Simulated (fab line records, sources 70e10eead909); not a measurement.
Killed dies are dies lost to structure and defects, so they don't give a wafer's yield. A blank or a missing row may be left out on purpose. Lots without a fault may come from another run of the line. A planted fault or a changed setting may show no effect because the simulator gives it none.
Chamber matching | flow nand_harc | NHARC_A_STAIRCASE_DEP_471 on pecvd-04: 3 sister chambers
The step deposits SiO2, target thk 100 nm. 3 wafers are shown with their chamber, then 10 later ones without.

WAFERS WITH THEIR CHAMBER
wafer  | chamber | heater_power_w (W)
L086.5 | 0       | 485
L088.1 | 2       | 726
L088.3 | 1       | 572

WAFERS WITHOUT THEIR CHAMBER
wafer  | heater_power_w (W)
L088.6 | 486
L093.1 | 475
L093.2 | 415
L093.6 | 570
L095.1 | 470
L095.3 | 427
L095.6 | 463
L096.1 | 476
L096.4 | 494
L096.5 | 637

WHICH CHAMBER EACH WENT THROUGH
wafer  | from the rows above     | in truth
L088.6 | 0                       | 0
L093.1 | 0                       | 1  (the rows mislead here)
L093.2 | 0                       | 0
L093.6 | 1                       | 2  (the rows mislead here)
L095.1 | 0                       | 0
L095.3 | 0                       | 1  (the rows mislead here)
L095.6 | 0                       | 0
L096.1 | 0                       | 0
L096.4 | can't be placed: 0 or 1 | 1
L096.5 | can't be placed: 1 or 2 | 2
Placed correctly: 5 of 10. Can't be placed from these rows: 2 (the true chamber is among the candidates in 2). Placed wrongly: 3.
How it was worked out, from the rows above alone: a wafer's distance from a chamber is the root of the sum, over the readings, of the square of ((its reading less the chamber's mean) divided by the reading's scatter). The wafer belongs to the nearest chamber; if the next one is less than 2 further off, it can't be placed. A chamber's mean is the mean of its shown wafers. The scatter: with one shown wafer a chamber, the root of the mean of the squares of how far each hidden wafer lies from its nearest shown one.
